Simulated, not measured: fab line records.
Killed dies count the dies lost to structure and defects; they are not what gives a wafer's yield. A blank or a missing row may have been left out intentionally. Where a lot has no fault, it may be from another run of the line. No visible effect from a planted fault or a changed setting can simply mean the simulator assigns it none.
What tool caused it? ; flow nand harc ; Sampling: 6 lots, 18 wafers, 3 of 1302 route steps

## WHAT THE GAUGES SHOWED, per wafer
NHARC_END_SORT_01.
lot;measured;on;killed at periphery
L411;day 28 23:19;prober-01;631 615 623
L414;day 30 16:30;prober-01;3 0 4
L416;day 30 04:23;prober-01;9 7 4
L418;day 31 09:43;prober-02;4 6 2
L421;day 33 08:45;prober-02;3 4 8
L424;day 34 04:51;prober-02;0 3 3

## WHICH TOOL RAN EACH LOT (tool, then ch and the chambers of the sampled wafers, then the start)
lot;NHARC_P_ZERO_WELL_DESCUM_39;NHARC_P_STI_ETCH_42
L411;rie diel-13 ch 0,1,3, day 6 04:20;rie diel-04 ch 0,1,2, day 7 02:45
L414;rie diel-09 ch 0,2,3, day 7 15:53;rie diel-01 ch 0,1,3, day 8 12:33
L416;rie diel-13 ch 2,3, day 8 06:57;rie diel-04 ch 0,2,3, day 9 01:24
L418;rie diel-02 ch 0,1, day 9 02:25;rie diel-11 ch 0,2,3, day 9 20:35
L421;rie diel-13 ch 0,1,2, day 10 08:24;rie diel-04 ch 0,1,2, day 11 03:26
L424;rie diel-02 ch 1,2,3, day 11 14:15;rie diel-01 ch 1,2, day 12 10:19
- NHARC_P_ZERO_WELL_DESCUM_39: chemistry O2, time 3 s.
- NHARC_P_STI_ETCH_42: etches the open film in N2/H2, target depth 80 nm, overetch 24 nm, time 61 s.

## THE ANSWER, worked out from the rows above alone
Rule: usual is defined by the lots themselves. The widest of any qualifying gaps counts: lots, ordered by their means at a reading, are off when they make up no more than a third of the lots, leave a main group of 4 or more, and stand apart from it by 3 or more times the standard deviation of that group's means. A main group is skipped when, at the precision printed for the reading in the tables above, its means are all equal. A lot without any number at a reading at which 4 lots or more have one is off too. Any other lot the step has rows for is counted as sound.
Off, at NHARC_END_SORT_01 on killed at periphery: L411. Main group: mean 4, sd 1.7.
If a tool, at a process step before that reading, ran all the lots that are off and no sound lot after the first of them, it fits. Gauges at NHARC_END_SORT_01: tried the same way as those tools. No candidate that was tried fits.

## WHAT THE SIMULATOR HAD INSERTED
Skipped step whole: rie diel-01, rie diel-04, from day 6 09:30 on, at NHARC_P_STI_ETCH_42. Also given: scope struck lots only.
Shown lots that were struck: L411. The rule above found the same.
